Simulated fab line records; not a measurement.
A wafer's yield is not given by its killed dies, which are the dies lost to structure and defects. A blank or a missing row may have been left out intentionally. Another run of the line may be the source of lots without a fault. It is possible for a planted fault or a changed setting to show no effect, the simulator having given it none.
Matching of chambers | flow nand_harc | NHARC_A_STAIRCASE_ALD_420 on ald_hk-03: 4 sister chambers
The step deposits SiO2, target thk 20 nm, pulse time 6 s, ald cycles 200. 8 wafers are shown with their chamber, then 12 later ones without.

== WAFERS WITH THEIR CHAMBER ==
wafer  | chamber | heater_power_w (W) | precursor_pulse_height_rel
L078.6 | 3       | 574                | 0.991
L081.4 | 3       | 561                | 1.011
L084.1 | 1       | 519                | 1.049
L086.1 | 0       | 451                | 0.970
L086.6 | 2       | 486                | 1.020
L090.1 | 2       | 478                | 0.984
L090.3 | 0       | 436                | 1.002
L090.4 | 1       | 475                | 0.970

== WAFERS WITHOUT THEIR CHAMBER ==
wafer  | heater_power_w (W) | precursor_pulse_height_rel
L092.3 | 542                | 0.968
L092.5 | 548                | 0.995
L092.6 | 467                | 0.968
L096.3 | 472                | 1.012
L096.4 | 457                | 0.985
L096.6 | 544                | 0.976
L095.2 | 547                | 1.003
L095.3 | 472                | 0.988
L095.5 | 552                | 0.977
L097.2 | 477                | 1.033
L097.4 | 436                | 0.980
L097.5 | 552                | 0.997

== EACH ONE'S CHAMBER ==
wafer  | from the rows above          | in truth
L092.3 | can't be placed: 3 or 1 or 2 | 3
L092.5 | can't be placed: 3 or 1      | 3
L092.6 | can't be placed: 2 or 0 or 1 | 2
L096.3 | can't be placed: 2 or 1 or 0 | 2
L096.4 | can't be placed: 0 or 2 or 1 | 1
L096.6 | can't be placed: 3 or 1      | 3
L095.2 | can't be placed: 3 or 1      | 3
L095.3 | can't be placed: 2 or 1 or 0 | 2
L095.5 | 3                            | 3
L097.2 | can't be placed: 2 or 1 or 0 | 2
L097.4 | 0                            | 0
L097.5 | 3                            | 3
Placed correctly: 3 of 12. These rows do not allow placing 9 (true chamber among the candidates in 9). Wrongly placed: 0.
How it was worked out, from the rows above alone: a wafer's distance from a chamber is the root of the sum, over the readings, of the square of ((its reading less the chamber's mean) divided by the reading's scatter). If the next closest chamber is less than 2 further off than the closest, the wafer can't be placed; otherwise it belongs to the closest. A chamber's mean is the mean of its shown wafers. The scatter: take each reading less its chamber's mean, square it, sum over the shown wafers, divide by the number of wafers less the number of chambers, and take the root.
